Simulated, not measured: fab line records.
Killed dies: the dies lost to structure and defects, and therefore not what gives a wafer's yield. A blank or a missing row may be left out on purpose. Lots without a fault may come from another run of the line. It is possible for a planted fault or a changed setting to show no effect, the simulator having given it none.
Matching of chambers :: flow nand-harc :: cmp-03 running NHARC_A_M0_CMP_23: 4 sister chambers
The step polishes, t overpolish 20 s, target thk 113.75 nm. 8 wafers are shown with their chamber, then 7 later ones without.

== EACH WAFER AND ITS CHAMBER ==
wafer: L243.3
chamber: 3
motor-current-A (A): 12.3
time-to-endpoint-s (s): 26.2

wafer: L243.6
chamber: 0
motor-current-A (A): 12.0
time-to-endpoint-s (s): 27.4

wafer: L244.5
chamber: 2
motor-current-A (A): 10.4
time-to-endpoint-s (s): 31.2

wafer: L259.1
chamber: 0
motor-current-A (A): 11.6
time-to-endpoint-s (s): 31.9

wafer: L259.5
chamber: 2
motor-current-A (A): 10.3
time-to-endpoint-s (s): 30.4

wafer: L259.6
chamber: 1
motor-current-A (A): 13.1
time-to-endpoint-s (s): 31.5

wafer: L257.2
chamber: 1
motor-current-A (A): 12.8
time-to-endpoint-s (s): 28.5

wafer: L257.3
chamber: 3
motor-current-A (A): 11.6
time-to-endpoint-s (s): 27.2

== WAFERS WITHOUT THEIR CHAMBER ==
wafer: L257.5
motor-current-A (A): 12.6
time-to-endpoint-s (s): 29.4

wafer: L262.2
motor-current-A (A): 12.4
time-to-endpoint-s (s): 27.5

wafer: L262.4
motor-current-A (A): 10.6
time-to-endpoint-s (s): 29.4

wafer: L262.5
motor-current-A (A): 12.2
time-to-endpoint-s (s): 25.7

wafer: L265.1
motor-current-A (A): 12.0
time-to-endpoint-s (s): 28.8

wafer: L265.2
motor-current-A (A): 10.9
time-to-endpoint-s (s): 31.1

wafer: L265.6
motor-current-A (A): 11.1
time-to-endpoint-s (s): 29.0

== THE CHAMBER EACH PASSED THROUGH ==
wafer: L257.5
from the rows above: can't be placed: 1 or 3 or 0
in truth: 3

wafer: L262.2
from the rows above: can't be placed: 3 or 1 or 0
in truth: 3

wafer: L262.4
from the rows above: 2
in truth: 2

wafer: L262.5
from the rows above: can't be placed: 3 or 0
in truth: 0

wafer: L265.1
from the rows above: can't be placed: 0 or 3
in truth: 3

wafer: L265.2
from the rows above: can't be placed: 2 or 0
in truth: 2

wafer: L265.6
from the rows above: can't be placed: 0 or 2 or 3
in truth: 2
Correct placement for 1 of the 7. Cannot be placed on the basis of these rows: 6; the candidates contain the true chamber in 6. Placed wrongly: 0.
How it was worked out, from the rows above alone: a wafer's distance from a chamber is the root of the sum, over the readings, of the square of ((its reading less the chamber's mean) divided by the reading's scatter). The wafer belongs to the nearest chamber; if the next one is less than 2 further off, it can't be placed. A chamber's mean is the mean of its shown wafers. How the scatter is found: for the shown wafers, subtract from each reading the mean of its chamber, square and add these, divide the total by (wafers less chambers), then take the root.
